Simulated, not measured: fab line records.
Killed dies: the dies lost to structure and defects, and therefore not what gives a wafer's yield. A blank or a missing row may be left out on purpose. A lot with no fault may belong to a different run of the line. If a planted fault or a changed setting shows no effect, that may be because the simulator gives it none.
Split-lot trial	flow n5 finfet	7 lots, 21 wafers read, on a route of 1938 steps

## SPLIT DETAILS
At N5_BEOL_M2_ETCH_64 (etches SOC in N2/H2, target depth 75 nm, overetch 22.5 nm, time 121.9 s), the setting bias w was moved away from the recipe's 150 W on 4 of the 21 wafers read, by -12.3% to +13.1%. For the rest of the wafers, this setting stayed at what the recipe calls for.

Reading taken at the split's own step.

## THE READING
rf vpp V, in V, at N5_BEOL_M2_ETCH_64 (etches SOC in N2/H2, target depth 75 nm, overetch 22.5 nm, time 121.9 s). Typical for fault-free wafers on this fab line: 523.0 V, with standard deviation 2.4 V.

wafer	tool, chamber at the split	bias w as run, W	against the recipe	rf vpp V, V	against lot-mates on the recipe
L076.2	rie diel-01, 3	150	recipe	522.9	-
L076.4	rie diel-01, 2	169.7	+13.1%	564.5	+41.5
L076.6	rie diel-01, 3	150	recipe	523.1	-
L083.1	rie diel-05, 1	150	recipe	519.8	-
L083.4	rie diel-05, 0	150	recipe	523.7	-
L083.5	rie diel-05, 3	150	recipe	519.6	-
L085.1	rie diel-05, 0	150	recipe	522.4	-
L085.5	rie diel-05, 3	150	recipe	521.9	-
L085.6	rie diel-05, 2	150	recipe	524.6	-
L086.2	rie diel-01, 0	150	recipe	522.5	-
L086.3	rie diel-01, 1	150	recipe	525.4	-
L086.6	rie diel-01, 0	150	recipe	523.8	-
L088.2	rie diel-04, 0	131.5	-12.3%	480.1	-40.1
L088.3	rie diel-04, 2	150	recipe	520.2	-
L088.4	rie diel-04, 3	131.5	-12.3%	483.1	-37.1
L089.2	rie diel-01, 0	150	recipe	523.1	-
L089.4	rie diel-01, 3	150	recipe	524.3	-
L089.6	rie diel-01, 1	150	recipe	526.5	-
L096.1	rie diel-01, 1	150	recipe	525.0	-
L096.2	rie diel-01, 2	133.2	-11.2%	484.8	-40.1
L096.6	rie diel-01, 1	150	recipe	524.8	-

FIT RESULTS
A straight line over all 21 wafers: rf vpp V changes by +3.31 V for each +1% of bias w; r = +0.99; the points scatter about the line by 2 V.
The same after taking each lot's own level away (the mean of its wafers on the recipe; 21 wafers): +3.23 V for each +1%; r = +1.00; scatter 1.6 V.
That fit puts the effect of the largest move of bias w on the reading at 42 V.
The span of the lots' own levels, 520.20 to 524.90 V, comes to 2.0 times the standard deviation stated above.
The two slopes agree, so the slope changes little with the lot-to-lot level.
Check: for one of the wafers moved furthest among these (+13.1%), held out of the fit, the line's prediction against its lot-mates is +42.8 V. It came out at +41.5 V against them.
Tool readings at the split's step, against how far the setting was moved: rf vpp V r = +0.99.

## THESE WAFERS: OTHER SPLITS
Other splits were also applied to these wafers ahead of the reading. Each is held against what the fit with the lots' levels taken away leaves over:
other split on the same wafers	wafers away from the commonest value	r with rf vpp V (lot level and that fit taken away)
N5_GATE_CUT_EXPOSE_10 dose mj	8	-0.21
N5_GATE_CUT_CUT_ETCH_54 Cl2_flow_sccm	5	+0.15
N5_GATE_CUT_ALD_22 ald cycles	6	+0.34
N5_MOL_CONTACT_COAG_ALD_133 ald cycles	7	-0.20
N5_BEOL_M0_ETCH_128 source w	7	-0.23
N5_BEOL_M1_ETCH_64 bias w	9	+0.39
N5_BEOL_M2_DESCUM_16 time s	10	+0.16

## THE FILE'S OWN FIT
rf vpp V changes by +3.26 V for each +1% of bias w, r = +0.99.
